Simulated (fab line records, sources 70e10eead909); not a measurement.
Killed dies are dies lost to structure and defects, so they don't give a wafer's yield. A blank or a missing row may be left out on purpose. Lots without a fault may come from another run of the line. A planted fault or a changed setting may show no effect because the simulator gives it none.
fab line records | flow nand_harc
record lots=7 wafers=20 last_day=24
route steps=1159 shown A_SGD_CUT@758
lots that met no fault: from a run of the same line without faults
start_h: hours from the record's first day to the start of the lot's first wafer shown | wait_h: hours since the lot's step before | " the same as in the row above | L1.1+2: a row that stands for several wafers | - no value, or no start given | * or withheld: withheld | < > ~ a bound
route shown NAME@n: a module of which the file shows steps, and the number in the route of the first | usual: mean/standard deviation of fault-free wafers | same: alike in all rows | chamber/n: place in a boat | sites: the reading at each site | _std_site: their standard deviation | _edge_site: outer sites' mean less inner sites' | radius_mm: how far each site lies from the wafer's centre | mask NAME#n: copy n | behind: the tool/chamber that last shaped the wafer | hold: why the lot was held/for how many hours/how that ended | device: the transistor (n, p or np) that didn't switch | end of line: the same wafers' tests at the end of the route | a step without rows: its recipe alone | killed: dies lost to structure and defects at the first sort, not the wafer's yield | map: a wafer's dies, x killed, . not, _ none there
set.NAME: the setting as run; set.NAME@STEP: as run at that earlier step | model.NAME: the simulator's own value behind a step, which no gauge read
lots at some steps of the route; a table a step, a row a wafer
services: from which hour (start_h, from the record's first day; less than 0 if before it) a tool's chamber was out of use, for how many hours, and why
## steps
# step NHARC_A_SGD_CUT_CD_MEAS_09
# recipe target_cd_nm=100 landing_energy_ev=500
# usual cd_nm=100.0/0.49
# columns lot.wafer tool chamber start_h wait_h cd_nm
L934.3 cd_sem-01 0 312.99 - 99.2
L934.4 " 0 " " 100.0
L934.5 " 0 " " 99.3
L939.1 cd_sem-02 0 340.90 - 100.6
L939.2 " 0 " " 100.3
L939.6 " 0 " " 99.7
L941.1 cd_sem-03 0 358.18 - 100.3
L941.3 " 0 " " 100.0
L941.5 " 0 " " 100.0
L942.2 cd_sem-01 0 368.41 - 99.9
L942.3 " 0 " " 100.0
L950.1 cd_sem-02 0 422.48 - 100.2
L950.3 " 0 " " 100.3
L950.5 " 0 " " 99.5
L953.1 cd_sem-01 0 436.72 - 99.6
L953.3 " 0 " " 99.3
L953.6 " 0 " " 99.3
L956.2 cd_sem-01 0 437.12 - 100.0
L956.4 " 0 " " 101.1
L956.6 " 0 " " 100.6
# step NHARC_A_SGD_CUT_OVL_MEAS_10
# usual overlay_x_nm=0.0/0.93 overlay_y_nm=-0.1/0.96
# columns lot.wafer tool chamber start_h wait_h overlay_x_nm overlay_y_nm
L934.3 overlay-02 - 313.07 - 1.5 0.4
L934.4 " - " " 1.6 0.1
L934.5 " - " " 1.5 0.5
L939.1 overlay-01 - 340.99 - -0.8 1.6
L939.2 " - " " -0.9 2.0
L939.6 " - " " -0.2 1.5
L941.1 overlay-02 - 358.28 - -2.7 0.8
L941.3 " - " " -3.1 0.7
L941.5 " - " " -3.2 1.2
L942.2 overlay-01 - 368.50 - 0.1 -0.5
L942.3 " - " " 0.6 -1.0
L950.1 overlay-01 - 422.57 - -0.5 -0.6
L950.3 " - " " 0.0 -1.0
L950.5 " - " " 0.4 -0.3
L953.1 overlay-01 - 436.81 - -0.9 -0.8
L953.3 " - " " -0.4 -0.6
L953.6 " - " " -0.7 -0.7
L956.2 overlay-01 - 437.20 - 0.2 -0.8
L956.4 " - " " -0.1 -0.3
L956.6 " - " " 0.2 -0.6
# step NHARC_A_SGD_CUT_INSPECT_11
# usual raw_defect_count=19/11
# columns lot.wafer tool chamber start_h wait_h raw_defect_count
L934.3 defect_inspect-01 - 313.11 0.0 21
L934.4 " - " " 15
L934.5 " - " " 16
L939.1 defect_inspect-01 - 341.02 0.0 8
L939.2 " - " " 11
L939.6 " - " " 20
L941.1 defect_inspect-02 - 358.32 0.0 10
L941.3 " - " " 14
L941.5 " - " " 6
L942.2 defect_inspect-01 - 368.55 0.1 25
L942.3 " - " " 20
L950.1 defect_inspect-02 - 422.61 0.0 10
L950.3 " - " " 10
L950.5 " - " " 5
L953.1 defect_inspect-01 - 436.85 0.0 41
L953.3 " - " " 35
L953.6 " - " " 27
L956.2 defect_inspect-01 - 437.24 0.0 17
L956.4 " - " " 8
L956.6 " - " " 17
# step NHARC_A_SGD_CUT_DESCUM_14
# recipe time_s=3 o2_flow_sccm=200 ar_flow_sccm=0 bias_power_w=0 chemistry=O2
# usual drypump_motor_current_A=5.7/0.35 oes_product_au=0.999/0.0084 rf_vpp_V=57.8/0.89 showerhead_plenum_p_Torr=1.92/0.092 throttle_valve_pct=11.311/0.0089
# columns lot.wafer tool chamber start_h wait_h drypump_motor_current_A oes_product_au rf_hours_counter_h rf_vpp_V showerhead_plenum_p_Torr throttle_valve_pct
L934.4 rie_diel-10 1 313.18 0.1 5.9 1.001 8 58.1 2.04 11.317
L934.3 " 2 " " 6.3 0.994 7 56.8 2.05 11.299
L934.5 " 0 " " 5.6 1.003 - 57.4 1.83 11.305
L939.1 rie_diel-11 3 341.08 0.1 5.6 0.997 17 57.8 1.82 11.306
L939.2 " 1 " " 6.1 1.003 17 58.4 1.87 11.320
L939.6 " 0 " " 5.4 0.997 - 55.9 1.80 11.316
L941.3 rie_diel-11 2 358.38 0.1 5.6 1.014 19 56.6 1.90 11.312
L941.1 " 0 " " 5.5 1.006 20 58.3 1.80 11.293
L941.5 " 3 " " 5.7 0.996 - 58.1 1.82 11.304
L942.2 rie_diel-08 2 368.61 0.1 5.2 1.002 4 56.9 1.98 11.319
L942.3 " 1 " " 5.8 1.009 5 58.3 2.04 11.312
L950.3 rie_diel-08 1 422.68 0.1 5.8 0.996 11 56.8 2.04 11.307
L950.1 " 3 " " 6.2 0.993 12 57.8 1.87 11.303
L950.5 " 0 " " 5.7 0.987 - 57.2 1.88 11.322
L953.1 rie_diel-10 2 436.91 0.1 6.3 0.983 5 57.5 2.05 11.303
L953.3 " 3 " " 5.2 0.994 6 58.6 1.99 11.313
L953.6 " 2 " " 6.3 0.997 - 57.6 2.05 11.320
L956.2 rie_diel-08 2 437.30 0.1 5.1 0.992 9 59.1 1.98 11.315
L956.4 " 3 " " 6.2 0.993 13 59.3 1.87 11.319
L956.6 " 2 " " 5.1 0.973 - 57.9 1.98 11.321
# step NHARC_A_SGD_CUT_ETCH_58
# recipe target_depth_a=390 over_etch_frac=0.3 time_s=65 ion_energy_ev=80 cf4_flow_sccm=150 ar_flow_sccm=0 rf_w=300 bias_w=100 chemistry=CF4
# usual cf4_flow_sccm=150.0/0.46 drypump_motor_current_A=5.7/0.35 oes_product_au=1.001/0.0081 rf_vpp_V=151.5/1.3 showerhead_plenum_p_Torr=1.78/0.08 throttle_valve_pct=13.284/0.0095
# columns lot.wafer tool chamber start_h wait_h cf4_flow_sccm drypump_motor_current_A oes_product_au rf_hours_counter_h rf_vpp_V showerhead_plenum_p_Torr throttle_valve_pct
L934.3 rie_diel-10 3 313.26 0.1 150.7 5.2 1.003 8 151.8 1.84 13.286
L934.4 " 1 " " 149.6 5.9 1.004 8 150.9 1.88 13.280
L934.5 " 2 " " 149.5 6.3 0.985 - 153.7 1.89 13.278
L939.2 rie_diel-11 0 341.17 0.1 149.0 5.5 0.993 18 151.9 1.67 13.280
L939.1 " 3 " " 150.8 5.7 0.987 17 149.2 1.68 13.290
L939.6 " 1 " " 150.0 6.1 0.993 - 150.2 1.73 13.271
L941.1 rie_diel-11 2 358.47 0.1 150.3 5.6 1.011 19 151.7 1.76 13.277
L941.3 " 0 " " 149.4 5.6 1.018 20 148.5 1.67 13.280
L941.5 " 2 " " 150.2 5.6 1.014 - 150.0 1.76 13.285
L942.2 rie_diel-08 2 368.71 0.1 149.8 5.2 1.007 4 151.9 1.83 13.270
L942.3 " 3 " " 149.9 6.2 1.002 6 150.1 1.73 13.286
L950.3 rie_diel-08 1 422.77 0.1 149.7 5.8 1.000 11 151.9 1.88 13.267
L950.1 " 0 " " 148.7 5.7 1.009 11 152.7 1.74 13.279
L950.5 " 3 " " 150.0 6.2 1.015 - 151.1 1.73 13.285
L953.3 rie_diel-10 0 437.00 0.1 149.3 5.6 1.002 6 150.5 1.69 13.300
L953.1 " 3 " " 149.7 5.2 1.010 6 152.4 1.83 13.266
L953.6 " 0 " " 149.5 5.6 0.996 - 151.2 1.69 13.284
L956.2 rie_diel-08 0 437.44 0.1 150.1 5.7 1.010 12 150.2 1.74 13.287
L956.4 " 1 " " 149.5 5.8 0.993 12 151.6 1.87 13.282
L956.6 " 3 " " 149.8 6.2 0.999 - 151.2 1.73 13.282
# step NHARC_A_SGD_CUT_ETCH_59
# recipe target_depth_a=2600 over_etch_frac=0.25 time_s=406.25 ion_energy_ev=200 n2_flow_sccm=150 h2_flow_sccm=150 ar_flow_sccm=0 rf_w=400 bias_w=150 chemistry=N2/H2
# step NHARC_A_SGD_CUT_ETCH_15
# recipe target_depth_a=750 time_s=64.3 ch3f_flow_sccm=50 o2_flow_sccm=30 ar_flow_sccm=200 rf_w=500 bias_w=100 chemistry=CH3F/O2
# step NHARC_A_SGD_CUT_ETCH_16
# recipe target_depth_a=3105 time_s=155.2 c4f8_flow_sccm=withheld o2_flow_sccm=8 ar_flow_sccm=withheld rf_w=600 bias_w=800 chemistry=C4F8/O2/Ar
# usual oes_product_au=0.970/0.017 rf_vpp_V=724/4.8
# columns lot.wafer tool chamber start_h wait_h oes_product_au rf_hours_counter_h rf_vpp_V
L934.3 rie_diel-10 0 - - 0.972 8 719
L934.4 " 3 " " 0.951 9 728
L934.5 " 1 " " 0.975 - 728
L939.1 rie_diel-11 1 - - 0.961 17 721
L939.2 " 3 " " 0.967 17 718
L939.6 " 0 " " 0.979 - 717
L941.1 rie_diel-11 2 - - 0.977 19 723
L941.3 " 3 " " 0.972 20 718
L941.5 " 1 " " 0.973 - 722
L942.2 rie_diel-08 3 - - 0.964 6 720
L942.3 " 1 " " 0.984 6 729
L950.3 rie_diel-08 1 - - 0.966 12 730
L950.1 " 3 " " 0.973 12 720
L950.5 " 1 " " 0.978 - 730
L953.3 rie_diel-10 2 - - 0.942 6 731
L953.1 " 3 " " 0.938 6 728
L953.6 " 0 " " 0.927 - 719
L956.4 rie_diel-08 0 - - 0.974 12 721
L956.2 " 1 " " 0.953 13 729
L956.6 " 0 " " 0.968 - 723
# step NHARC_A_SGD_CUT_STRIP_60
# recipe c4f8_flow_sccm=withheld o2_flow_sccm=8 ar_flow_sccm=withheld bias_w=0 chemistry=C4F8/O2/Ar
# step NHARC_A_SGD_CUT_STRIP_17
# recipe o2_flow_sccm=500 ar_flow_sccm=0 bias_w=0 chemistry=O2
# usual drypump_motor_current_A=5.7/0.35 oes_product_au=1.001/0.0079 rf_vpp_V=57.9/0.95 showerhead_plenum_p_Torr=3.55/0.16 throttle_valve_pct=17.036/0.0095
# columns lot.wafer tool chamber start_h wait_h drypump_motor_current_A oes_product_au rf_hours_counter_h rf_vpp_V showerhead_plenum_p_Torr throttle_valve_pct
L934.4 rie_diel-10 1 - - 5.9 0.995 8 57.2 3.75 17.040
L934.3 " 0 " " 5.7 1.005 8 58.4 3.38 17.058
L934.5 " 1 " " 5.9 1.002 - 59.6 3.75 17.031
L939.1 rie_diel-11 0 - - 5.5 1.003 18 55.7 3.33 17.037
L939.2 " 1 " " 6.1 0.998 17 57.9 3.45 17.036
L939.6 " 0 " " 5.5 1.004 - 57.2 3.33 17.026
L941.1 rie_diel-11 0 - - 5.5 1.007 20 57.3 3.33 17.049
L941.3 " 1 " " 6.1 0.994 19 58.5 3.45 17.039
L941.5 " 0 " " 5.5 1.004 - 56.1 3.33 17.032
L942.2 rie_diel-08 1 - - 5.8 0.991 6 56.9 3.74 17.025
L942.3 " 3 " " 6.2 0.996 6 56.9 3.46 17.050
L950.3 rie_diel-08 0 - - 5.7 1.013 11 57.9 3.47 17.038
L950.1 " 1 " " 5.8 0.993 12 58.5 3.74 17.026
L950.5 " 1 " " 5.8 0.995 - 57.6 3.74 17.047
L953.3 rie_diel-10 2 - - 6.3 0.982 6 58.8 3.76 17.033
L953.1 " 0 " " 5.7 0.993 6 55.7 3.38 17.036
L953.6 " 3 " " 5.3 0.988 - 58.4 3.66 17.038
L956.2 rie_diel-08 2 - - 5.1 0.991 10 58.1 3.64 17.052
L956.4 " 3 " " 6.3 1.010 14 57.3 3.46 17.044
L956.6 " 3 " " 6.3 0.997 - 57.8 3.46 17.039
# step NHARC_A_SGD_CUT_PRECLEAN_18
# recipe time_s=* temp_c=50 bath_age_min=0 chemistry=SC1
# step NHARC_A_SGD_CUT_SRD_19
# step NHARC_A_SGD_CUT_DEP_20
# recipe target_thk_a=1500 temp_c=65 material=SiO2
# columns lot.wafer tool chamber start_h wait_h
L934.3+4+5 fcvd-02 1,0,1 314.33 -
L939.1+2+6 fcvd-02 0,1,1 342.20 -
L941.1+3+5 fcvd-02 0 359.58 -
L942.2+3 fcvd-02 0,1 369.74 -
L950.1+3+5 fcvd-01 1,0,0 423.97 -
L953.1+3+6 fcvd-01 1,0,1 438.03 -
L956.2+4+6 fcvd-02 0,1,1 438.56 -
# step NHARC_A_SGD_CUT_ANNEAL_27
# recipe temp_c=450 time_s=1800
# step NHARC_A_SGD_CUT_CMP_21
# recipe target_thk_nm=148.19
# usual motor_current_A=12.3/1.2 time_to_endpoint_s=48.1/2.7
# columns lot.wafer tool chamber start_h wait_h motor_current_A time_to_endpoint_s
L934.4 cmp-03 1 319.40 0.4 13.4 50.1
L934.3 " 2 " " 15.0 48.8
L934.5 " 1 " " 13.2 50.4
L939.2 cmp-02 3 346.54 0.4 12.4 42.7
L939.1 " 1 " " 12.8 48.6
L939.6 " 2 " " 11.4 53.1
L941.3 cmp-03 2 365.62 0.4 14.2 51.2
L941.1 " 0 " " 10.1 44.6
L941.5 " 2 " " 14.9 51.4
L942.2 cmp-04 0 375.61 0.4 13.4 42.5
L942.3 " 1 " " 12.5 48.1
L950.1 cmp-04 3 426.16 0.4 12.2 48.0
L950.3 " 0 " " 13.0 45.3
L950.5 " 3 " " 12.6 45.5
L953.1 cmp-04 3 443.93 0.4 12.2 47.8
L953.3 " 0 " " 13.0 47.5
L953.6 " 1 " " 12.1 49.6
L956.4 cmp-02 2 443.93 0.4 11.4 47.2
L956.2 " 3 " " 12.9 41.0
L956.6 " 1 " " 12.8 44.0
# step NHARC_A_SGD_CUT_THK_MEAS_22
# recipe thk_meas_gauge=ellipsometry
# usual thk_nm=147.5/1.4
# columns lot.wafer tool chamber start_h wait_h thk_nm
L934.3 film_metro-02 - 319.63 0.2 149.1
L934.4 " - " " 150.0
L934.5 " - " " 149.2
L939.1 film_metro-01 - 346.77 0.2 138.1
L939.2 " - " " 135.1
L939.6 " - " " 144.9
L941.1 film_metro-02 - 365.85 0.2 140.3
L941.3 " - " " 148.2
L941.5 " - " " 147.7
L942.2 film_metro-02 - 375.87 0.2 135.4
L942.3 " - " " 145.8
L950.1 film_metro-02 - 426.42 0.2 149.7
L950.3 " - " " 145.9
L950.5 " - " " 147.0
L953.1 film_metro-02 - 444.13 0.2 147.1
L953.3 " - " " 147.8
L953.6 " - " " 148.5
L956.2 film_metro-02 - 444.14 0.2 147.5
L956.4 " - " " 145.3
L956.6 " - " " 147.3
# step NHARC_A_SGD_CUT_SRD_23
## services
# columns tool chamber start_h hours kind
fcvd-01 - 292.00 13.0 pm
cmp-03 - 296.10 4.2 repair
rie_diel-10 2 298.33 8.1 repair
cmp-04 - 301.06 4.0 pm
rie_diel-08 - 301.81 9.0 pm
fcvd-02 - 302.33 0.2 repair
cmp-04 - 305.07 1.9 repair
rie_diel-11 1 312.19 5.3 repair
cmp-04 - 315.43 0.6 repair
rie_diel-11 3 320.89 4.7 repair
rie_diel-08 0 335.76 9.9 repair
rie_diel-11 2 347.51 4.3 repair
cmp-04 - 352.33 2.3 repair
rie_diel-10 - 353.50 9.0 pm
rie_diel-08 2 358.51 8.9 repair
fcvd-02 1 360.86 4.9 repair
rie_diel-11 - 366.63 9.0 pm
fcvd-02 - 370.04 1.1 repair
rie_diel-10 - 376.53 2.5 repair
fcvd-02 - 393.59 13.0 pm
rie_diel-08 2 395.83 6.4 repair
cmp-04 - 399.06 4.0 pm
rie_diel-08 2 415.80 8.3 repair
cmp-04 - 431.73 0.6 repair
## key
first_sign step=NHARC_A_SGD_CUT_THK_MEAS_22 reading=thk_nm direction=down sigmas=7.2 usual=147.5 struck=137.2
effect none on later readings
met_at NHARC_A_SGD_CUT_DEP_20
struck_wafers L939.1,L939.2,L941.1,L942.2
tester_left_out L939,L941,L942
onset_between 314.33 342.20
fault kind=process_parameter_drift tool=fcvd-02 chamber=- onset_h=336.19 steps=NHARC_A_SGD_CUT_DEP_20 channel=target_thk_a offset=* shape=step end_h=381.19 scope=struck_wafers_only stated=*
# tester_left_out: of these lots the tester's yield and bins aren't shown, on N5 and GAA mostly nor the transistor test; their killed dies are dies lost to structure and defects alone, not to doping, threshold or leakage, so they don't give the yield
